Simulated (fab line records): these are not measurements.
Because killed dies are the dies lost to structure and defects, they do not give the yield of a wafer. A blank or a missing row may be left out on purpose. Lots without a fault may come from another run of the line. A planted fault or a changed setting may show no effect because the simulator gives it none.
fab line records	flow n5_finfet
record lots=24	wafers=72	last_day=18
route steps=1938 shown BEOL_M11@1600 BEOL_M12@1612
lots that met no fault: from a run of the same line without faults
start_h: hours from the record's first day to the start of the lot's first wafer shown	wait_h: how many hours have passed since the lot's step before this one	" the same as in the row above	L1.1+2: a row that stands for several wafers	- either no value or no given start	* or withheld: withheld	< > ~ a bound
route shown NAME@n: a module of which the file shows steps, and the number in the route of the first	usual: mean/standard deviation of fault-free wafers	same: alike in all rows	chamber/n: place in a boat	sites: each site's reading	_std_site: standard deviation across them	_edge_site: inner sites' mean taken away from outer sites' mean	radius_mm: how far each site lies from the wafer's centre	mask NAME#n: copy n	behind: tool/chamber where the wafer was last shaped	hold: why the lot was held/for how many hours/how that ended	device: names the non-switching transistor (n, p or np)	end of line: at the end of the route, the tests of the same wafers	for a step that has no rows: nothing shown but its recipe	killed: not the wafer's yield, but the dies lost to structure and defects at the first sort	map: per-die view of a wafer (x killed, . not killed, _ where there is no die)
set.NAME: the setting the step ran with; set.NAME@STEP: the setting that earlier step ran with	model.NAME: the simulator's own value behind a step, which no gauge read
steps of the route over a sample of lots; a table a step, a row a wafer
services: the hour from which a tool's chamber was out of use, counted from the record's first day as start_h (under 0 if before that day), plus the number of hours and why
## steps
# step N5_BEOL_M11_RS_MEAS_57
# recipe thk_meas_gauge=four-point-probe	reads=Cu_of_BEOL_M11_ECD_50+Co_of_BEOL_M11_CVD_75+TaN_of_BEOL_M11_ALD_74
# usual M11_RS=0.151/0.0041
lot.wafer	tool	chamber	start_h	wait_h	M11_RS[ohm/sq]
L074.1	film_metro-01	-	238.00	0.0	0.144
L074.4	"	-	"	"	0.146
L074.6	"	-	"	"	0.145
L076.3	film_metro-01	-	239.30	0.0	0.157
L076.4	"	-	"	"	0.154
L076.6	"	-	"	"	0.159
L077.1	film_metro-01	-	253.85	0.0	0.151
L077.4	"	-	"	"	0.153
L077.5	"	-	"	"	0.149
L075.1	film_metro-01	-	257.84	0.1	0.151
L075.2	"	-	"	"	0.146
L075.6	"	-	"	"	0.158
L079.4	film_metro-02	-	263.11	0.0	0.159
L079.5	"	-	"	"	0.146
L079.6	"	-	"	"	0.158
L078.1	film_metro-02	-	263.59	0.0	0.149
L078.4	"	-	"	"	0.148
L078.6	"	-	"	"	0.150
L082.1	film_metro-02	-	284.18	0.0	0.152
L082.2	"	-	"	"	0.150
L082.3	"	-	"	"	0.146
L080.1	film_metro-01	-	284.28	0.0	0.154
L080.5	"	-	"	"	0.156
L080.6	"	-	"	"	0.151
L083.2	film_metro-02	-	284.48	0.0	0.150
L083.4	"	-	"	"	0.152
L083.5	"	-	"	"	0.151
L085.1	film_metro-01	-	288.43	0.0	0.148
L085.4	"	-	"	"	0.149
L085.6	"	-	"	"	0.147
L081.1	film_metro-01	-	288.72	0.0	0.146
L081.2	"	-	"	"	0.154
L081.3	"	-	"	"	0.152
L084.2	film_metro-01	-	314.52	0.0	0.153
L084.4	"	-	"	"	0.148
L084.5	"	-	"	"	0.147
L087.3	film_metro-01	-	326.56	0.0	0.152
L087.5	"	-	"	"	0.153
L087.6	"	-	"	"	0.148
L086.1	film_metro-01	-	329.14	0.1	0.153
L086.4	"	-	"	"	0.157
L086.5	"	-	"	"	0.154
L088.3	film_metro-02	-	329.40	0.0	0.147
L088.5	"	-	"	"	0.147
L088.6	"	-	"	"	0.146
L089.1	film_metro-02	-	331.28	0.0	0.158
L089.4	"	-	"	"	0.154
L089.5	"	-	"	"	0.157
L090.2	film_metro-01	-	337.50	0.0	0.156
L090.4	"	-	"	"	0.151
L090.6	"	-	"	"	0.147
L091.1	film_metro-01	-	342.39	0.1	0.154
L091.2	"	-	"	"	0.152
L091.4	"	-	"	"	0.152
L092.1	film_metro-02	-	358.28	0.0	0.148
L092.4	"	-	"	"	0.147
L092.5	"	-	"	"	0.156
L093.1	film_metro-02	-	359.85	0.0	0.149
L093.2	"	-	"	"	0.146
L093.4	"	-	"	"	0.147
L094.3	film_metro-01	-	362.72	0.0	0.158
L094.5	"	-	"	"	0.150
L094.6	"	-	"	"	0.158
L095.1	film_metro-01	-	368.23	0.0	0.147
L095.2	"	-	"	"	0.155
L095.3	"	-	"	"	0.151
L096.1	film_metro-02	-	383.06	0.0	0.152
L096.3	"	-	"	"	0.156
L096.4	"	-	"	"	0.158
L097.2	film_metro-01	-	391.79	0.1	0.145
L097.4	"	-	"	"	0.148
L097.6	"	-	"	"	0.150
# step N5_BEOL_M12_CD_MEAS_10
# recipe target_cd_nm=140	landing_energy_ev=500	detector=se_inlens	polarity=opening
# usual cd_nm=140.5/1.9
lot.wafer	tool	chamber	start_h	wait_h	cd_nm
L074.1	cd_sem-03	0	238.49	-	139.6
L074.4	"	0	"	"	138.5
L074.6	"	0	"	"	138.2
L076.3	cd_sem-01	0	239.80	-	140.1
L076.4	"	0	"	"	137.9
L076.6	"	0	"	"	139.1
L077.1	cd_sem-03	0	254.47	-	139.9
L077.4	"	0	"	"	140.3
L077.5	"	0	"	"	135.7
L075.1	cd_sem-01	0	258.51	-	141.3
L075.2	"	0	"	"	141.7
L075.6	"	0	"	"	140.2
L079.4	cd_sem-03	0	263.79	-	143.0
L079.5	"	0	"	"	141.7
L079.6	"	0	"	"	143.6
L078.1	cd_sem-02	0	264.08	-	142.4
L078.4	"	0	"	"	143.4
L078.6	"	0	"	"	143.5
L082.1	cd_sem-01	0	284.68	-	140.3
L082.2	"	0	"	"	139.4
L082.3	"	0	"	"	139.0
L080.1	cd_sem-03	0	284.78	-	139.4
L080.5	"	0	"	"	138.0
L080.6	"	0	"	"	138.4
L083.2	cd_sem-02	0	284.98	-	142.2
L083.4	"	0	"	"	140.1
L083.5	"	0	"	"	138.1
L085.1	cd_sem-01	0	289.05	-	142.4
L085.4	"	0	"	"	141.6
L085.6	"	0	"	"	141.4
L081.1	cd_sem-03	0	289.22	-	139.8
L081.2	"	0	"	"	140.6
L081.3	"	0	"	"	140.0
L084.2	cd_sem-02	0	315.14	-	140.0
L084.4	"	0	"	"	139.4
L084.5	"	0	"	"	138.5
L087.3	cd_sem-01	0	327.20	-	141.3
L087.5	"	0	"	"	141.5
L087.6	"	0	"	"	140.1
L086.1	cd_sem-02	0	329.81	-	142.4
L086.4	"	0	"	"	141.6
L086.5	"	0	"	"	138.6
L088.3	cd_sem-03	0	330.02	-	138.2
L088.5	"	0	"	"	140.8
L088.6	"	0	"	"	141.8
L089.1	cd_sem-02	0	331.77	-	142.5
L089.4	"	0	"	"	142.2
L089.5	"	0	"	"	143.3
L090.2	cd_sem-01	0	338.12	-	139.9
L090.4	"	0	"	"	139.3
L090.6	"	0	"	"	141.0
L091.1	cd_sem-02	0	342.89	-	137.2
L091.2	"	0	"	"	141.0
L091.4	"	0	"	"	140.0
L092.1	cd_sem-01	0	358.90	-	143.7
L092.4	"	0	"	"	143.5
L092.5	"	0	"	"	142.7
L093.1	cd_sem-01	0	360.47	-	138.8
L093.2	"	0	"	"	139.2
L093.4	"	0	"	"	135.6
L094.3	cd_sem-01	0	363.35	-	142.5
L094.5	"	0	"	"	141.8
L094.6	"	0	"	"	143.3
L095.1	cd_sem-02	0	368.88	-	141.2
L095.2	"	0	"	"	143.4
L095.3	"	0	"	"	141.0
L096.1	cd_sem-01	0	383.73	-	142.2
L096.3	"	0	"	"	141.3
L096.4	"	0	"	"	141.7
L097.2	cd_sem-02	0	392.46	-	140.5
L097.4	"	0	"	"	140.2
L097.6	"	0	"	"	137.5
# step N5_BEOL_M12_OVL_MEAS_11
# recipe points_per_wafer=44
# usual V11_OVL=-1/4.8
lot.wafer	tool	chamber	start_h	wait_h	V11_OVL[nm]
L074.1	overlay-01	0	238.52	0.0	2
L074.4	"	0	"	"	1
L074.6	"	0	"	"	-2
L076.3	overlay-01	0	239.82	0.0	6
L076.4	"	0	"	"	1
L076.6	"	0	"	"	4
L077.1	overlay-02	0	254.50	0.0	-6
L077.4	"	0	"	"	-2
L077.5	"	0	"	"	4
L075.1	overlay-01	0	258.54	0.0	0
L075.2	"	0	"	"	-2
L075.6	"	0	"	"	2
L079.4	overlay-01	0	263.82	0.0	1
L079.5	"	0	"	"	4
L079.6	"	0	"	"	-2
L078.1	overlay-01	0	264.11	0.0	1
L078.4	"	0	"	"	-3
L078.6	"	0	"	"	-3
L082.1	overlay-01	0	284.71	0.0	1
L082.2	"	0	"	"	-4
L082.3	"	0	"	"	-2
L080.1	overlay-01	0	284.81	0.0	-1
L080.5	"	0	"	"	5
L080.6	"	0	"	"	-2
L083.2	overlay-01	0	285.01	0.0	-10
L083.4	"	0	"	"	-7
L083.5	"	0	"	"	-1
L085.1	overlay-01	0	289.08	0.0	3
L085.4	"	0	"	"	-5
L085.6	"	0	"	"	0
L081.1	overlay-01	0	289.25	0.0	-9
L081.2	"	0	"	"	-2
L081.3	"	0	"	"	-4
L084.2	overlay-01	0	315.17	0.0	-4
L084.4	"	0	"	"	-1
L084.5	"	0	"	"	-7
L087.3	overlay-02	0	327.23	0.0	-2
L087.5	"	0	"	"	-5
L087.6	"	0	"	"	-9
L086.1	overlay-01	0	329.84	0.0	-5
L086.4	"	0	"	"	-6
L086.5	"	0	"	"	-7
L088.3	overlay-02	0	330.05	0.0	-3
L088.5	"	0	"	"	-3
L088.6	"	0	"	"	-3
L089.1	overlay-02	0	331.80	0.0	-3
L089.4	"	0	"	"	-3
L089.5	"	0	"	"	-8
L090.2	overlay-02	0	338.15	0.0	-3
L090.4	"	0	"	"	1
L090.6	"	0	"	"	-6
L091.1	overlay-02	0	342.92	0.0	-1
L091.2	"	0	"	"	-9
L091.4	"	0	"	"	-5
L092.1	overlay-01	0	358.93	0.0	-1
L092.4	"	0	"	"	1
L092.5	"	0	"	"	-4
L093.1	overlay-01	0	360.50	0.0	6
L093.2	"	0	"	"	5
L093.4	"	0	"	"	8
L094.3	overlay-02	0	363.37	0.0	1
L094.5	"	0	"	"	4
L094.6	"	0	"	"	8
L095.1	overlay-01	0	368.91	0.0	11
L095.2	"	0	"	"	1
L095.3	"	0	"	"	7
L096.1	overlay-02	0	383.76	0.0	8
L096.3	"	0	"	"	12
L096.4	"	0	"	"	8
L097.2	overlay-01	0	392.49	0.0	3
L097.4	"	0	"	"	-3
L097.6	"	0	"	"	-6
# step N5_BEOL_M12_VIA_ETCH_16
# recipe chemistry=C4F8/O2/Ar	target=SiOC	pressure_mtorr=30	source_w=3000	bias_w=700	Ar_flow_sccm=400	C4F8_flow_sccm=15	O2_flow_sccm=8	he_inner_torr=15	he_outer_torr=30	target_depth_a=7248	time_s=withheld	ion_energy_ev=250	ends=cleared
# usual drypump_motor_current_A=5.8/0.43	he_outer_torr=30.01/0.057	oes_product_au=0.75/0.053	rf_vpp_V=665/3.1	showerhead_plenum_p_Torr=3.39/0.1	throttle_valve_pct=24.21/0.18
lot.wafer	tool	chamber	start_h	wait_h	drypump_motor_current_A	he_outer_torr	oes_product_au	rf_vpp_V	showerhead_plenum_p_Torr	throttle_valve_pct
L074.1	rie_diel-04	2	238.67	0.0	6.1	30.06	0.74	666	3.44	23.95
L074.4	"	3	"	"	6.4	29.99	0.88	666	3.51	24.18
L074.6	"	0	"	"	5.1	29.86	0.71	662	3.30	24.53
L076.3	rie_diel-02	3	240.01	0.0	5.5	30.04	0.82	671	3.63	23.98
L076.4	"	0	"	"	5.7	29.97	0.81	667	3.47	24.04
L076.6	"	2	"	"	5.5	30.08	0.75	662	3.33	24.32
L077.1	rie_diel-04	2	254.69	0.0	6.1	29.96	0.73	667	3.43	23.96
L077.4	"	0	"	"	5.1	30.00	0.70	664	3.30	24.56
L077.5	"	0	"	"	5.1	29.90	0.70	661	3.30	24.55
L075.1	rie_diel-03	1	258.79	0.0	5.6	30.06	0.82	663	3.36	24.51
L075.2	"	3	"	"	5.3	29.92	0.61	662	3.24	24.35
L075.6	"	3	"	"	5.3	30.02	0.61	661	3.24	24.34
L079.4	rie_diel-04	1	264.05	0.1	5.9	30.02	0.76	663	3.33	24.09
L079.5	"	3	"	"	6.4	30.08	0.85	667	3.50	24.19
L079.6	"	2	"	"	6.2	30.03	0.72	665	3.43	23.97
L078.1	rie_diel-04	3	264.27	0.0	6.4	30.07	0.85	669	3.50	24.19
L078.4	"	3	"	"	6.4	30.07	0.85	667	3.50	24.22
L078.6	"	1	"	"	5.9	30.01	0.75	663	3.33	24.08
L082.1	rie_diel-02	3	284.86	0.0	5.5	29.88	0.79	671	3.62	24.00
L082.2	"	2	"	"	5.5	30.03	0.74	662	3.32	24.34
L082.3	"	0	"	"	5.6	29.98	0.79	667	3.46	24.06
L080.1	rie_diel-03	0	284.95	0.0	5.4	29.96	0.79	662	3.32	24.22
L080.5	"	1	"	"	5.6	30.00	0.80	664	3.35	24.52
L080.6	"	0	"	"	5.4	30.07	0.79	664	3.32	24.20
L083.2	rie_diel-04	2	285.15	0.0	6.1	30.08	0.72	665	3.43	23.98
L083.4	"	3	"	"	6.4	29.98	0.81	667	3.50	24.23
L083.5	"	1	"	"	5.9	29.90	0.74	662	3.32	24.10
L085.1	rie_diel-03	3	289.23	0.0	5.3	29.98	0.61	659	3.24	24.35
L085.4	"	0	"	"	5.4	30.00	0.79	663	3.32	24.23
L085.6	"	1	"	"	5.6	29.96	0.79	663	3.35	24.52
L081.1	rie_diel-02	0	289.39	0.0	5.6	29.94	0.80	667	3.46	24.08
L081.2	"	2	"	"	5.5	30.03	0.73	663	3.32	24.33
L081.3	"	3	"	"	5.6	29.94	0.79	671	3.62	24.01
L084.2	rie_diel-04	2	315.32	0.0	6.2	29.97	0.71	665	3.42	23.98
L084.4	"	3	"	"	6.4	29.95	0.80	667	3.49	24.22
L084.5	"	2	"	"	6.1	29.94	0.70	665	3.42	23.99
L087.3	rie_diel-04	2	327.37	0.0	6.1	30.10	0.70	665	3.42	23.98
L087.5	"	1	"	"	5.8	29.95	0.72	662	3.31	24.14
L087.6	"	0	"	"	5.2	30.07	0.70	663	3.29	24.57
L086.1	rie_diel-04	0	330.00	0.0	5.1	29.95	0.69	662	3.29	24.58
L086.4	"	1	"	"	5.9	29.99	0.72	661	3.31	24.12
L086.5	"	3	"	"	6.4	30.01	0.80	668	3.49	24.23
L088.3	rie_diel-02	2	330.20	0.0	5.5	30.00	0.72	663	3.31	24.37
L088.5	"	0	"	"	5.6	30.08	0.77	667	3.45	24.09
L088.6	"	1	"	"	6.6	30.09	0.74	663	3.33	24.11
L089.1	rie_diel-03	1	332.03	0.0	5.6	29.94	0.78	663	3.34	24.54
L089.4	"	0	"	"	5.4	30.01	0.77	663	3.31	24.24
L089.5	"	3	"	"	5.3	29.93	0.61	660	3.23	24.37
L090.2	rie_diel-04	1	338.50	0.0	5.9	30.04	0.72	660	3.31	24.13
L090.4	"	0	"	"	5.2	30.05	0.70	662	3.29	24.58
L090.6	"	3	"	"	6.4	30.01	0.80	668	3.48	24.24
L091.1	rie_diel-04	2	343.06	0.0	6.1	30.04	0.70	666	3.42	24.00
L091.2	"	0	"	"	5.2	29.98	0.70	661	3.29	24.59
L091.4	"	3	"	"	6.4	30.02	0.77	666	3.48	24.24
L092.1	rie_diel-02	3	359.07	0.0	5.6	30.00	0.76	672	3.60	24.04
L092.4	"	2	"	"	5.5	30.00	0.71	662	3.31	24.39
L092.5	"	3	"	"	5.5	29.97	0.76	670	3.60	24.03
L093.1	rie_diel-04	3	360.65	0.0	6.4	29.93	0.77	668	3.48	24.25
L093.2	"	1	"	"	5.8	29.99	0.71	664	3.31	24.14
L093.4	"	2	"	"	6.1	29.97	0.68	665	3.41	24.01
L094.3	rie_diel-03	2	363.61	0.0	5.7	29.94	0.72	662	3.31	24.23
L094.5	"	2	"	"	5.7	30.02	0.71	663	3.31	24.22
L094.6	"	3	"	"	5.3	29.99	0.88	671	3.62	24.07
L095.1	rie_diel-04	1	369.09	0.0	5.8	29.95	0.72	662	3.31	24.14
L095.2	"	2	"	"	6.1	29.95	0.68	667	3.41	24.03
L095.3	"	3	"	"	6.4	29.96	0.77	667	3.48	24.25
L096.1	rie_diel-03	1	383.91	0.0	5.6	30.06	0.76	664	3.34	24.55
L096.3	"	0	"	"	5.4	30.00	0.75	664	3.30	24.25
L096.4	"	2	"	"	5.7	30.12	0.71	661	3.30	24.24
L097.2	rie_diel-02	2	392.63	0.0	5.5	29.98	0.71	662	3.30	24.37
L097.4	"	3	"	"	5.6	29.98	0.75	672	3.59	24.06
L097.6	"	3	"	"	5.6	30.03	0.74	672	3.59	24.05
# step N5_BEOL_M12_DEGAS_41
# recipe ambient=vacuum	temp_c=250	time_s=60
# usual heater_power_w=339/44
lot.wafer	tool	chamber	start_h	wait_h	heater_power_w
L074.1	pvd_sputter-01	-	241.58	0.3	366
L074.4	"	-	"	"	425
L074.6	"	-	"	"	308
L076.3	pvd_sputter-01	-	241.90	0.1	332
L076.4	"	-	"	"	416
L076.6	"	-	"	"	328
L077.1	pvd_sputter-01	-	257.19	0.2	323
L077.4	"	-	"	"	313
L077.5	"	-	"	"	316
L075.1	pvd_sputter-03	-	261.86	0.5	277
L075.2	"	-	"	"	344
L075.6	"	-	"	"	281
L079.4	pvd_sputter-01	-	267.80	0.4	385
L079.5	"	-	"	"	329
L079.6	"	-	"	"	317
L078.1	pvd_sputter-03	-	269.67	2.2	341
L078.4	"	-	"	"	345
L078.6	"	-	"	"	349
L082.1	pvd_sputter-02	-	287.47	0.6	367
L082.2	"	-	"	"	312
L082.3	"	-	"	"	324
L080.1	pvd_sputter-03	-	287.92	0.4	339
L080.5	"	-	"	"	341
L080.6	"	-	"	"	281
L083.2	pvd_sputter-02	-	287.99	0.3	368
L083.4	"	-	"	"	321
L083.5	"	-	"	"	315
L085.1	pvd_sputter-01	-	292.83	1.5	427
L085.4	"	-	"	"	379
L085.6	"	-	"	"	382
L081.1	pvd_sputter-03	-	293.27	0.2	276
L081.2	"	-	"	"	279
L081.3	"	-	"	"	351
L084.2	pvd_sputter-02	-	317.84	0.2	355
L084.4	"	-	"	"	309
L084.5	"	-	"	"	350
L087.3	pvd_sputter-03	-	331.45	0.2	282
L087.5	"	-	"	"	347
L087.6	"	-	"	"	283
L086.1	pvd_sputter-03	-	332.21	0.2	348
L086.4	"	-	"	"	282
L086.5	"	-	"	"	349
L088.3	pvd_sputter-01	-	332.35	0.2	380
L088.5	"	-	"	"	315
L088.6	"	-	"	"	423
L089.1	pvd_sputter-01	-	335.03	0.3	424
L089.4	"	-	"	"	307
L089.5	"	-	"	"	378
L090.2	pvd_sputter-03	-	343.96	0.2	340
L090.4	"	-	"	"	332
L090.6	"	-	"	"	359
L091.1	pvd_sputter-03	-	346.98	0.2	279
L091.2	"	-	"	"	273
L091.4	"	-	"	"	331
L092.1	pvd_sputter-01	-	363.21	0.9	385
L092.4	"	-	"	"	327
L092.5	"	-	"	"	324
L093.1	pvd_sputter-01	-	365.01	0.3	386
L093.2	"	-	"	"	324
L093.4	"	-	"	"	311
L094.3	pvd_sputter-02	-	367.67	0.3	319
L094.5	"	-	"	"	314
L094.6	"	-	"	"	369
L095.1	pvd_sputter-02	-	373.18	0.3	321
L095.2	"	-	"	"	305
L095.3	"	-	"	"	351
L096.1	pvd_sputter-01	-	386.71	0.4	322
L096.3	"	-	"	"	380
L096.4	"	-	"	"	428
L097.2	pvd_sputter-01	-	397.68	0.7	331
L097.4	"	-	"	"	373
L097.6	"	-	"	"	321
# step N5_BEOL_M12_THK_MEAS_50
# recipe thk_meas_gauge=xrf	reads=Cu_of_BEOL_M12_ECD_47
# usual M12_THK=325/4.8
lot.wafer	tool	chamber	start_h	wait_h	M12_THK[nm]
L074.1	film_metro-01	-	242.68	-	327
L074.4	"	-	"	"	324
L074.6	"	-	"	"	326
L076.3	film_metro-01	-	243.01	-	325
L076.4	"	-	"	"	326
L076.6	"	-	"	"	329
L077.1	film_metro-01	-	258.28	-	339
L077.4	"	-	"	"	329
L077.5	"	-	"	"	337
L075.1	film_metro-01	-	263.18	-	333
L075.2	"	-	"	"	332
L075.6	"	-	"	"	328
L079.4	film_metro-02	-	269.41	-	323
L079.5	"	-	"	"	329
L079.6	"	-	"	"	331
L078.1	film_metro-01	-	270.77	-	325
L078.4	"	-	"	"	327
L078.6	"	-	"	"	324
L082.1	film_metro-01	-	288.76	-	331
L082.2	"	-	"	"	328
L082.3	"	-	"	"	323
L080.1	film_metro-02	-	289.15	-	316
L080.5	"	-	"	"	323
L080.6	"	-	"	"	316
L083.2	film_metro-01	-	289.40	-	315
L083.4	"	-	"	"	323
L083.5	"	-	"	"	319
L085.1	film_metro-02	-	294.19	-	320
L085.4	"	-	"	"	319
L085.6	"	-	"	"	320
L081.1	film_metro-02	-	294.60	-	314
L081.2	"	-	"	"	325
L081.3	"	-	"	"	317
L084.2	film_metro-02	-	318.94	-	326
L084.4	"	-	"	"	325
L084.5	"	-	"	"	323
L087.3	film_metro-01	-	332.55	-	324
L087.5	"	-	"	"	324
L087.6	"	-	"	"	323
L086.1	film_metro-02	-	333.30	-	324
L086.4	"	-	"	"	324
L086.5	"	-	"	"	323
L088.3	film_metro-02	-	333.45	-	324
L088.5	"	-	"	"	321
L088.6	"	-	"	"	323
L089.1	film_metro-02	-	336.12	-	322
L089.4	"	-	"	"	323
L089.5	"	-	"	"	320
L090.2	film_metro-01	-	345.50	-	329
L090.4	"	-	"	"	326
L090.6	"	-	"	"	331
L091.1	film_metro-02	-	348.08	-	324
L091.2	"	-	"	"	323
L091.4	"	-	"	"	327
L092.1	film_metro-02	-	364.30	-	327
L092.4	"	-	"	"	320
L092.5	"	-	"	"	330
L093.1	film_metro-01	-	366.56	-	320
L093.2	"	-	"	"	330
L093.4	"	-	"	"	328
L094.3	film_metro-01	-	368.92	-	326
L094.5	"	-	"	"	326
L094.6	"	-	"	"	322
L095.1	film_metro-01	-	374.81	-	320
L095.2	"	-	"	"	321
L095.3	"	-	"	"	326
L096.1	film_metro-01	-	387.81	-	323
L096.3	"	-	"	"	324
L096.4	"	-	"	"	324
L097.2	film_metro-02	-	398.82	-	320
L097.4	"	-	"	"	325
L097.6	"	-	"	"	331
## services
tool	chamber	start_h	hours	kind
rie_diel-04	0	259.93	44.6	repair
rie_diel-03	1	300.65	1.3	repair
rie_diel-04	0	315.19	1.6	repair
rie_diel-02	-	322.39	0.2	repair
rie_diel-03	3	345.01	-	clean
rie_diel-03	3	345.01	-	consumable_replace:focus_ring
rie_diel-03	3	345.01	-	consumable_replace:showerhead
rie_diel-03	3	345.01	15.3	scheduled_down
rie_diel-03	3	345.01	15.3	vent_cycle
rie_diel-03	2	351.86	1.3	repair
rie_diel-02	1	352.68	16.7	repair
rie_diel-03	1	363.83	7.7	repair
rie_diel-03	0	369.47	10.3	repair
## key
fault none
